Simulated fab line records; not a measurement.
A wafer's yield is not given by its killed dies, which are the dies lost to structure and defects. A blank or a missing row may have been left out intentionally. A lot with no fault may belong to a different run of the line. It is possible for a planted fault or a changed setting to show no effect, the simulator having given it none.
fab line records	flow n5Finfet
[record] lots = 5	wafers = 15	lastDay = 19
route steps=1938 shown BEOL_M4@1099 BEOL_M5@1112 BEOL_M14@1763 PASSIVATION@1936
lots that met no fault: from a run of the same line without faults
startH: hours from the record's opening day to when the first of the lot's shown wafers began	waitH: hours since the lot's step before	" identical to the entry in the row above	L1.1+2: a row that stands for several wafers	- no value, or no start given	* or withheld: withheld	< > ~ a bound
route shown NAME@n: a module of which the file shows steps, and the number in the route of the first	usual: mean/standard deviation of fault-free wafers	same: alike in all rows	chamber/n: place in a boat	sites: per-site readings	_std_site: the values' standard deviation	_edge_site: the outer-site mean with the inner-site mean subtracted	radiusMm: for every site, how far away it sits from the centre of the wafer	mask NAME#n: copy n	behind: the last tool/chamber to shape the wafer	hold: cause of the lot's hold/its duration in hours/its outcome	device: names the non-switching transistor (n, p or np)	end of line: the tests these same wafers got at the end of their route	step lacking rows: just its recipe	killed: count of dies lost to structure and defects at first sort (not the wafer's yield)	map: per-die view of a wafer (x killed, . not killed, _ where there is no die)
set.NAME: the run value of the setting; set.NAME@STEP: its run value at that earlier step	model.NAME: the simulator's own value behind a step, which no gauge read
a table for each step, a row for each wafer; lots at some steps of the route
services: a tool's chamber out of use, with start hour (startH, from the record's first day; less than 0 if before it), hours out, and reason
[[steps]]
[step N5_BEOL_M4_ANNEAL_95]
[recipe] tempC = 400	timeS = 240	ambient = vacuum
[step N5_BEOL_M4_SPUTTER_96]
[recipe] material = Cu	targetThkA = 45	tempC = -20	chamberPressurePa = 0.07	powerW = withheld	timeS = 8.29
[step N5_BEOL_M4_ECD_50]
[recipe] material = Cu	targetThkA = 3000
[step N5_BEOL_M4_ANNEAL_51]
[recipe] tempC = 225	timeS = 90	ambient = N2
[step N5_BEOL_M4_CMP_52]
[recipe] stopOn = SiOC	tOverpolishS = 6.8	downForcePsi = 1	platenRpm = 50	clearingPlatenDownForcePsi = 1.5	clearingPlatenRpm = 50	postCmpClean = cuAlkaline	targetThkNm = 40	clearingPlatenPadVelocityMS = 0.99484	padVelocityMS = 0.99484
[step N5_BEOL_M4_PRE_CLEAN_60]
[recipe] gas = NH3/H2	timeS = 15	tempC = *	rfPowerW = 300
[step N5_BEOL_M4_CO_CAP_55]
[recipe] material = Co	targetThkA = 20	tempC = 200	precursor = CCTBA/H2	pressureTorr = 30	timeS = 102.1
[step N5_BEOL_M4_PRE_CLEAN_56]
[recipe] gas = NH3	timeS = 15	tempC = withheld	rfPowerW = 300
[step N5_BEOL_M4_DEP_57]
[recipe] material = SiCN	targetThkA = 80	tempC = withheld	precursor = 3MS/NH3	pressureTorr = 3	rfW = 202	timeS = 14
[step N5_BEOL_M4_RC_MEAS_101]
[usual] DIBL_N = 35.1/1.6	DIBL_P = 34.9/1.8	IOFF_N = 0.143/0.026	IOFF_P = 0.21/0.037	ION_N = 671/11	ION_P = 463/7.8	SS_N = 71.2/0.58	SS_P = 73.0/0.54	VT_N = 251/3	VT_P = -250/4.1
lot.wafer	tool	chamber	startH	waitH	DIBL_N[mV/V]	DIBL_P[mV/V]	IOFF_N[nA/um]	IOFF_P[nA/um]	ION_N[uA/um]	ION_P[uA/um]	SS_N[mV/dec]	SS_P[mV/dec]	VT_N[mV]	VT_P[mV]
L994.1	prober-02	0	211.18	0.0	36.1	37.0	0.181	0.27	673	466	72.0	73.5	248	-244
L994.3	"	0	"	"	33.7	34.1	0.138	0.22	664	464	71.2	72.5	249	-245
L994.5	"	0	"	"	33.0	33.6	0.137	0.21	675	470	70.8	73.3	249	-246
L103.1	prober-01	0	280.61	0.0	36.9	36.7	0.174	0.25	670	459	71.6	73.6	249	-246
L103.3	"	0	"	"	38.4	36.5	0.190	0.23	670	458	72.7	73.3	248	-250
L103.4	"	0	"	"	36.3	35.9	0.160	0.22	676	472	71.8	72.9	249	-248
L102.3	prober-02	0	283.86	0.4	33.6	34.5	0.133	0.19	675	463	70.5	73.1	251	-251
L102.4	"	0	"	"	33.7	34.6	0.126	0.20	667	461	71.0	73.0	253	-253
L102.5	"	0	"	"	32.1	33.4	0.114	0.18	667	467	70.3	72.9	255	-251
L106.1	prober-01	0	286.63	0.0	34.4	33.0	0.116	0.16	666	458	70.3	72.6	257	-254
L106.2	"	0	"	"	35.0	35.4	0.138	0.19	676	460	71.1	73.4	251	-251
L106.5	"	0	"	"	37.3	38.0	0.180	0.22	688	463	71.4	73.4	247	-254
L112.2	prober-01	0	341.02	0.2	35.0	35.4	0.130	0.21	654	455	70.7	72.8	251	-247
L112.3	"	0	"	"	36.2	37.3	0.156	0.24	685	479	71.3	73.3	247	-245
L112.4	"	0	"	"	36.0	37.0	0.156	0.24	687	475	71.1	73.5	247	-243
[step N5_BEOL_M5_ILD_DEP_00]
[recipe] material = SiCOH_lowk	targetThkA = 1406.4	tempC = 300	precursor = DEMS/porogen	pressureTorr = 5	rfW = 500	timeS = 25.9
[step N5_BEOL_M5_CURE_79]
[recipe] tempC = 385	timeS = 240	ambient = He/Ar	material = SiCOH_lowk
[step N5_BEOL_M5_PECVD_70]
[recipe] material = SiO2	targetThkA = 160	tempC = 400	precursor = TEOS/O2	pressureTorr = 5.5	rfW = 450	teosFlowSccm = 53.8	gas = O2	flowSccm = 3000	timeS = 18
[step N5_BEOL_M5_HM_DEP_02]
[recipe] material = TiN	targetThkA = 200	tempC = 25	chamberPressurePa = 0.49996
[step N5_BEOL_M5_COAT_59]
[recipe] resist = SOC	tempC = 250	timeS = 60	spinRpm = 1500	resistThkNm = 60
[step N5_BEOL_M5_COAT_60]
[recipe] resist = SiARC	tempC = 220	timeS = 60	spinRpm = 1500	resistThkNm = 12
[step N5_BEOL_M5_COAT_71]
[recipe] resist = underlayer	tempC = 205	timeS = 60	spinRpm = 1500	resistThkNm = 5
[step N5_BEOL_M5_COAT_05]
[recipe] resist = CAR-EUV	spinRpm = 1500	resistThkNm = 30
[step N5_BEOL_M5_EBR_07]
[recipe] solvent = PGMEA	ebrWidthMm = 1.5
[step N5_BEOL_M5_SOFTBAKE_06]
[recipe] tempC = 110	timeS = 60	resist = CAR-EUV
[step N5_BEOL_M5_EXPOSE_08]
[recipe] maskId = M5	na = 0.33	sourceShape = annular	sigmaInner = 0.4	sigmaOuter = 0.8	polarization = unpolarized	targetCdNm = 28	doseMj = 35.75
[step N5_BEOL_M5_PEB_09]
[recipe] pebTempC = 100	pebTimeS = 60	resist = CAR-EUV
[step N5_BEOL_M5_DEVELOP_10]
[recipe] developTimeS = 30	developer = TMAH	resist = CAR-EUV	rinseLiquid = surfactantRinse	dry = airSpin	devTempC = 23
[step N5_BEOL_M5_DESCUM_16]
[recipe] chemistry = O2	timeS = 7	sourcePowerW = 50	biasPowerW = 20	pressureMtorr = 20	rfFrequencyHz = 2.712e+07	tempC = 40	resist = CAR-EUV	o2FlowSccm = 225
[step N5_BEOL_M5_ETCH_72]
[recipe] chemistry = N2/H2	target = underlayer	targetDepthA = 65	maskMaterial = CAR-EUV	timeS = 5.2	ionEnergyEv = 200	pressureMtorr = 30	sourceW = 840	biasW = 150	n2FlowSccm = 200	h2FlowSccm = 200	ends = cleared
[step N5_BEOL_M5_ETCH_61]
[recipe] chemistry = CF4	target = SiARC	targetDepthA = 156	maskMaterial = CAR-EUV	timeS = 26	ionEnergyEv = 80	pressureMtorr = 40	sourceW = 545	biasW = 36	Ar_flow_sccm = 100	cf4FlowSccm = 100	ends = cleared
[step N5_BEOL_M5_ETCH_62]
[recipe] chemistry = N2/H2	target = SOC	targetDepthA = 750	overetchA = 150	maskMaterial = SiARC	tempC = 40	timeS = 112.5	ionEnergyEv = 200	pressureMtorr = 30	sourceW = 840	biasW = 150	n2FlowSccm = 200	h2FlowSccm = 200
[step N5_BEOL_M5_STRIP_63]
[recipe] chemistry = N2/H2	tempC = 40	n2FlowSccm = 200	h2FlowSccm = 200	rfFrequencyHz = 6e+07
[step N5_BEOL_M5_STRIP_73]
[recipe] chemistry = N2/H2	tempC = 40	n2FlowSccm = 200	h2FlowSccm = 200	rfFrequencyHz = 6e+07
[step N5_BEOL_M5_STRIP_64]
[recipe] chemistry = CF4	resist = SiARC	powerW = 300	biasPowerW = 75	pressureMtorr = 50	cf4FlowSccm = 150	rfFrequencyHz = 6e+07
[step N5_BEOL_M5_HM_OPEN_17]
[recipe] chemistry = Cl2/BCl3	targetDepthA = 200	overetchA = 60	target = TiN	maskMaterial = SOC	ionEnergyEv = 150	pressureMtorr = 10	icpW = 1000	biasW = 126	Cl2_flow_sccm = 53.25	bcl3FlowSccm = 21.75	Ar_flow_sccm = 25
[step N5_BEOL_M5_STRIP_19]
[recipe] chemistry = O2	powerW = 400	tempC = 40	pressureMtorr = 30	rfFrequencyHz = 6e+07	biasPowerW = 0	overashFraction = 0.2	o2FlowSccm = 225
[step N5_BEOL_M5_COAT_65]
[recipe] resist = SOC	tempC = 250	timeS = 60	spinRpm = 1500	resistThkNm = 60
[step N5_BEOL_M5_COAT_66]
[recipe] resist = SiARC	tempC = 220	timeS = 60	spinRpm = 1500	resistThkNm = 12
[step N5_BEOL_M14_SPUTTER_44]
[recipe] material = Ta	targetThkA = 150	tempC = 50	biasV = 80	powerW = 15000	chamberPressurePa = 0.07	timeS = 24.19
[usual] biasV = 80.0/0.69	cathodeDcPowerW = 15000/2.6	throttleValvePct = 30.7/1.1
lot.wafer	tool	chamber	startH	waitH	biasV	cathodeDcPowerW	throttleValvePct
L994.1	pvdSputter-02	-	311.57	0.0	79.8	15002	30.2
L994.3	"	-	"	"	79.7	14999	29.9
L994.5	"	-	"	"	80.9	15000	32.4
L103.1	pvdSputter-03	-	362.79	0.0	-	-	-
L103.3	"	-	"	"	-	-	-
L103.4	"	-	"	"	-	-	-
L102.3	pvdSputter-02	-	366.84	0.0	-	-	-
L102.4	"	-	"	"	-	-	-
L102.5	"	-	"	"	-	-	-
L106.1	pvdSputter-02	-	367.40	0.0	-	-	-
L106.2	"	-	"	"	-	-	-
L106.5	"	-	"	"	-	-	-
L112.2	pvdSputter-03	-	431.36	0.0	79.9	15001	28.7
L112.3	"	-	"	"	79.2	14998	30.2
L112.4	"	-	"	"	80.0	15000	31.2
[step N5_BEOL_M14_CMP_49]
[recipe] stopOn = SiO2	tOverpolishS = 5.2	downForcePsi = 2	platenRpm = 80	clearingPlatenDownForcePsi = 2	clearingPlatenRpm = 80	postCmpClean = cuAlkaline	targetThkNm = 560	clearingPlatenPadVelocityMS = 1.5917	padVelocityMS = 1.5917
[usual] barrierFieldEndpointS = 11.37/0.26	motorCurrentA = 7.7/0.71	platenRpm = 80.00/0.053
lot.wafer	tool	chamber	startH	waitH	barrierFieldEndpointS	motorCurrentA	platenRpm
L994.1	cmp-02	1	312.34	0.3	11.25	6.6	80.02
L994.3	"	3	"	"	11.23	8.2	80.01
L994.5	"	2	"	"	10.99	7.3	79.93
L103.3	cmp-01	3	363.60	0.2	5.92	6.9	79.99
L103.1	"	0	"	"	5.69	6.7	79.91
L103.4	"	1	"	"	5.95	7.9	80.00
L102.4	cmp-01	1	368.49	0.2	5.83	7.8	79.93
L102.3	"	3	"	"	5.84	7.1	80.00
L102.5	"	0	"	"	5.89	6.8	79.95
L106.1	cmp-02	1	368.82	0.4	5.76	6.8	79.94
L106.2	"	2	"	"	5.63	7.7	80.03
L106.5	"	3	"	"	5.66	8.2	80.01
L112.2	cmp-04	2	432.04	0.2	11.03	7.6	79.99
L112.3	"	3	"	"	11.44	8.6	79.79
L112.4	"	0	"	"	11.24	6.7	80.01
[step N5_PASSIVATION_PROBE_49]
[usual] defectLimitedYield = 91.1/1.4	killed_at_M0_to_M3 = 36/11	killed_at_M4_up = 14/5.2	killedAtContacts = 12/6.1	killedAtFrontEnd = 40/12	killedAtOther = 3.2/2.5	killedDies = 105/16	killedOnRim = 14/4.4	killedOpen = 68/12	killedShort = 35/8.7	sort_bin_5_function = 5.2/0.89	sort_bin_6_memory = 3.3/0.66	sortNPass = 1074/16	sortYieldPct = 91.1/1.4
[same] grossDies = 1180	killedAtBackSide = 0	sort_bin_4_leakage[%] = 0	sort_bin_8_speed[%] = 0
lot.wafer	tool	chamber	startH	waitH	defectLimitedYield[%]	killed_at_M0_to_M3	killed_at_M4_up	killedAtContacts	killedAtFrontEnd	killedAtOther	killedDies	killedOnRim	killedOpen	killedShort	sort_bin_5_function[%]	sort_bin_6_memory[%]	sortNPass	sortYieldPct[%]
L994.1	prober-01	-	332.86	0.0	90.8	58	7	13	27	3	108	11	70	38	5.8	3.1	1072	90.8
L994.3	prober-01	-	332.96	0.1	91.1	36	18	12	36	3	105	16	63	41	5.0	3.7	1075	91.1
L994.5	prober-01	-	333.06	0.2	91.3	49	13	8	27	6	103	14	64	38	5.7	2.8	1077	91.3
L103.1	prober-01	-	384.40	0.0	80.8	42	117	8	56	3	226	62	79	37	14.9	3.9	954	80.8
L103.3	prober-01	-	384.50	0.1	83.1	28	108	16	44	3	199	63	73	27	13.6	3.1	981	83.1
L103.4	prober-01	-	384.55	0.2	81.3	44	122	11	41	3	221	58	65	39	14.9	3.1	959	81.3
L106.1	prober-01	-	387.66	0.0	81.3	37	124	17	42	1	221	14	83	30	15.5	2.9	959	81.3
L106.2	prober-01	-	387.71	0.1	80.3	41	112	29	45	5	232	19	88	40	15.6	3.8	948	80.3
L106.5	prober-01	-	387.86	0.2	83.0	37	104	16	41	3	201	55	79	26	13.7	3.3	979	83.0
L102.3	prober-01	-	388.24	0.1	82.4	45	124	3	30	6	208	8	62	34	15.2	2.0	972	82.4
L102.4	prober-01	-	388.29	0.2	78.3	62	134	12	45	3	256	24	86	52	16.8	4.5	924	78.3
L102.5	prober-01	-	388.34	0.2	78.9	48	139	11	46	5	249	16	97	40	16.3	4.3	931	78.9
L112.2	prober-01	-	459.17	0.1	89.7	36	11	10	64	1	122	15	59	59	6.4	3.7	1058	89.7
L112.3	prober-01	-	459.22	0.1	89.5	40	16	5	61	2	124	17	88	33	6.0	4.1	1056	89.5
L112.4	prober-01	-	459.27	0.2	92.4	16	15	19	40	0	90	13	52	36	4.3	2.9	1090	92.4
// killed by level:class
L994.1 BEOL_M0_SAQP:geometricParticle:short=15 BEOL_M0_SAQP:geometricParticle:open=14 BEOL_M2:geometricParticle:open=14 MOL_CONTACT_COAG:geometricParticle:open=10 BEOL_M2:geometricParticle:short=7 BEOL_M1:geometricParticle:open=6 FIN_SAQP:geometricParticle:short=4 STI_FIN_REVEAL:geometricParticle:open=4
L994.3 FIN_SAQP:geometricParticle:short=12 MOL_CONTACT_COAG:geometricParticle:open=10 BEOL_M0_SAQP:geometricParticle:short=8 BEOL_M2:geometricParticle:open=8 BEOL_M4:geometricParticle:open=7 BEOL_M0_SAQP:geometricParticle:open=6 BEOL_M3:geometricParticle:open=6 FIN_SAQP:geometricParticle:open=4
L994.5 BEOL_M0_SAQP:geometricParticle:open=15 BEOL_M0_SAQP:geometricParticle:short=14 FIN_SAQP:geometricParticle:open=9 MOL_CONTACT_COAG:geometricParticle:open=8 BEOL_M2:geometricParticle:open=6 BEOL_M1:geometricParticle:open=5 BEOL_M3:geometricParticle:open=4 BEOL_M4:geometricParticle:open=4
L103.1 BEOL_M14:areaSputter=108 FIN_SAQP:geometricParticle:open=13 FIN_SAQP:geometricParticle:short=13 BEOL_M1:geometricParticle:open=11 MOL_CONTACT_COAG:geometricParticle:open=8 BEOL_M3:geometricParticle:open=8 BEOL_M0_SAQP:geometricParticle:short=7 STI_FIN_REVEAL:geometricParticle:open=6
L103.3 BEOL_M14:areaSputter=98 FIN_SAQP:geometricParticle:open=15 FIN_SAQP:geometricParticle:short=14 MOL_CONTACT_COAG:geometricParticle:open=14 BEOL_M2:geometricParticle:open=10 BEOL_M1:geometricParticle:open=9 STI_FIN_REVEAL:geometricParticle:open=7 ILD0:geometricParticle:short=5
L103.4 BEOL_M14:areaSputter=113 BEOL_M0_SAQP:geometricParticle:open=13 FIN_SAQP:geometricParticle:short=11 BEOL_M0_SAQP:geometricParticle:short=11 BEOL_M2:geometricParticle:open=10 FIN_SAQP:geometricParticle:open=8 MOL_CONTACT_COAG:geometricParticle:open=8 STI_FIN_REVEAL:geometricParticle:open=6
L106.1 BEOL_M14:areaSputter=104 STI_FIN_REVEAL:geometricParticle:open=15 MOL_CONTACT_COAG:geometricParticle:open=15 BEOL_M0_SAQP:geometricParticle:short=9 FIN_SAQP:geometricParticle:open=7 BEOL_M4:geometricParticle:open=7 BEOL_M2:geometricParticle:open=6 BEOL_M1:geometricParticle:open=6
L106.2 BEOL_M14:areaSputter=104 MOL_CONTACT_COAG:geometricParticle:open=22 STI_FIN_REVEAL:geometricParticle:open=15 FIN_SAQP:geometricParticle:short=12 BEOL_M0_SAQP:geometricParticle:open=11 BEOL_M0_SAQP:geometricParticle:short=8 BEOL_M2:geometricParticle:open=8 MOL_CONTACT_COAG:geometricParticle:short=7
L106.5 BEOL_M14:areaSputter=90 STI_FIN_REVEAL:geometricParticle:open=18 BEOL_M2:geometricParticle:open=15 MOL_CONTACT_COAG:geometricParticle:open=10 BEOL_M0_SAQP:geometricParticle:open=6 BEOL_M5:geometricParticle:open=5 FIN_SAQP:geometricParticle:short=4 MOL_CONTACT_COAG:geometricParticle:short=4
L102.3 BEOL_M14:areaSputter=112 BEOL_M0_SAQP:geometricParticle:short=11 BEOL_M2:geometricParticle:open=10 DUMMY_GATE:geometricParticle:open=6 BEOL_M3:geometricParticle:open=6 BEOL_M1:geometricParticle:open=6 FIN_SAQP:geometricParticle:open=4 GATE_CUT:geometricParticle:open=4
L102.4 BEOL_M14:areaSputter=113 BEOL_M0_SAQP:geometricParticle:short=14 FIN_SAQP:geometricParticle:short=12 BEOL_M3:geometricParticle:open=12 BEOL_M2:geometricParticle:open=12 MOL_CONTACT_COAG:geometricParticle:open=11 BEOL_M4:geometricParticle:open=9 GATE_CUT:geometricParticle:short=7
L102.5 BEOL_M14:areaSputter=110 BEOL_M1:geometricParticle:open=16 BEOL_M4:geometricParticle:open=15 MOL_CONTACT_COAG:geometricParticle:open=10 BEOL_M2:geometricParticle:open=9 FIN_SAQP:geometricParticle:short=8 BEOL_M0_SAQP:geometricParticle:open=8 BEOL_M3:geometricParticle:open=7
L112.2 GATE_CUT:geometricParticle:short=16 FIN_SAQP:geometricParticle:open=15 FIN_SAQP:geometricParticle:short=9 BEOL_M3:geometricParticle:short=9 BEOL_M0_SAQP:geometricParticle:short=8 BEOL_M1:geometricParticle:open=8 GATE_CUT:geometricParticle:open=7 MOL_CONTACT_COAG:geometricParticle:open=6
L112.3 FIN_SAQP:geometricParticle:open=19 STI_FIN_REVEAL:geometricParticle:open=14 BEOL_M1:geometricParticle:open=12 FIN_SAQP:geometricParticle:short=10 BEOL_M4:geometricParticle:open=10 BEOL_M3:geometricParticle:open=8 BEOL_M3:geometricParticle:short=5 DUMMY_GATE:geometricParticle:open=4
L112.4 STI_FIN_REVEAL:geometricParticle:open=11 MOL_CONTACT_COAG:geometricParticle:open=11 FIN_SAQP:geometricParticle:short=9 MOL_CONTACT_COAG:geometricParticle:short=8 FIN_SAQP:geometricParticle:open=6 STARTING-WAFER:geometricParticle:short=5 BEOL_M4:geometricParticle:open=4 BEOL_M0_SAQP:geometricParticle:open=3
// map L102.4 (x killed, . not)
_________________........x...________________
______________...x.x......x....._____________
___________...x....xx...x.......x.x__________
__________.x.x..x..x..x....x........_________
________......x...x....xx........x...._______
_______..x.xx.................x......xx______
______............xx........xx......x..._____
_____.x..x......x..x..x...xx..x.x...x....____
____.....x....x.....x....x................___
___....x....xx.x...xx.xx.........x.........__
___....x.....x...xxxxx..x..xxxx...x........__
__x..........xxx.....x.x.xx..x.x.x.x........_
__x.xx......x..xxxx.x...x.x.x.xxx..xx.x....._
_......x..........xx.xxxxxx.....x.xxxx..x..x.
_...x..x....xx...x...x..x..x....x............
_...x.x...x.x..x..xxxx...x.x.x.x....x........
_...................xx.x.xxx......x....x...x.
_x.............xxx...x.x....x.x....x.x.......
_...x...x..x.xx.xxxxx.xxxxxx..x....x.........
_...........xx.xx.x..x.x.xx...x..............
_xxx...x..x.xx.x..x.....xx.....x...x.......x.
__....x..x.......x......x.x..x..........x..._
__........x....xx.xx...x.xx..x..x.....x....._
___x..........x........xxx........x........__
___..........x.......x.xx..x.xx...x........__
____x......x..x.x....x....................___
_____...............x.....xx.x...........____
______....x............................._____
_______x..........x..........x........x______
________............x.x.x..x.........._______
__________x..x.........x...x........_________
___________.x...x..............xx..__________
______________.................._____________
_________________............________________
// map L103.1 (x killed, . not)
_________________xx.xxxx....x________________
______________..xx....x.x.....x._____________
___________.....xx....x..x....xx.xx__________
__________x.xxx........x........xx.._________
________..xxxx..x........x......x....._______
_______xx.......x...x.x..........xx....______
______x.............................x..x_____
_____...x..xx............................____
____..................x...x.....x.........___
___x.................x...x.......x..x.xxx..__
___...x..x...x..................xx.x....x.x__
__.x...............x.......x..........x.x..x_
__.xx...........x.....x........x..........xx_
_x..................x.x....x.......x.....x.x.
_x....x.........xx............x.....x.x......
_x................................x..x....xx.
_.................x......................x...
_.....x.........x...x.......................x
_..........x........xx....x...x.............x
_.xx.x.....xx......x....x...........x..xx..xx
_xx...x.x............x...x..............xxx..
__x...x.x.x.............x........x......x..x_
__x..x.....x...x.x......x.................xx_
___x......x......x.......................x.__
___x.x..x.....x...x............x.....x..xx.__
____x.x....x.................xx.......xx..___
_____x......xxx................xx.......x____
______x.............x................x.x_____
_______x..xx..x.....x...x...x.......x..______
________x.xxx..xx.......x.....x.xxx.x._______
__________x...x.xx........x.x....xx._________
___________.x..x..x.........x.xx..x__________
______________xx..x.xxxx...x...._____________
_________________xx.....xxx..________________
[[services]]
tool	chamber	startH	hours	kind
cmp-01	-	311.58	2.0	repair
cmp-04	-	313.29	1.4	repair
cmp-01	-	317.92	4.0	pm
cmp-01	-	321.92	-	consumableReplace:conditioner
cmp-01	-	321.92	-	consumableReplace:pad
cmp-01	-	325.08	1.0	repair
cmp-02	-	339.95	0.9	repair
cmp-04	-	368.88	4.0	pm
cmp-02	-	368.98	4.0	pm
cmp-04	-	372.88	-	consumableReplace:conditioner
cmp-04	-	372.88	-	consumableReplace:pad
cmp-02	-	372.98	-	consumableReplace:conditioner
cmp-02	-	372.98	-	consumableReplace:pad
pvdSputter-02	-	394.73	1.5	repair
cmp-01	-	397.26	1.1	repair
cmp-02	-	397.58	0.9	repair
cmp-02	-	409.81	0.5	repair
[[key]]
[firstSign] step = N5_BEOL_M14_SPUTTER_44	reading = toolRecord	direction = missing
[effect] step = N5_BEOL_M14_CMP_49	reading = barrierFieldEndpointS	direction = down	sigmas = 21	usual = 11.37	struck = 5.80
[effect] step = N5_PASSIVATION_PROBE_49	reading = killed_at_M4_up	direction = up	sigmas = 20	usual = 14	struck = 120
[moreKillsBornAt] N5_BEOL_M14_SPUTTER_44@pvdSputter-02 = 637	N5_BEOL_M14_SPUTTER_44@pvdSputter-03 = 320
metAt N5_BEOL_M14_SPUTTER_44
struckWafers L102.3,L102.4,L102.5,L103.1,L103.3,L103.4,L106.1,L106.2,L106.5
onsetBetween 311.57 362.79
[fault] kind = skippedStepWhole	tool = pvdSputter-02,pvdSputter-03	chamber = -	onsetH = 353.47	steps = N5_BEOL_M14_SPUTTER_44	scope = struckLotsOnly
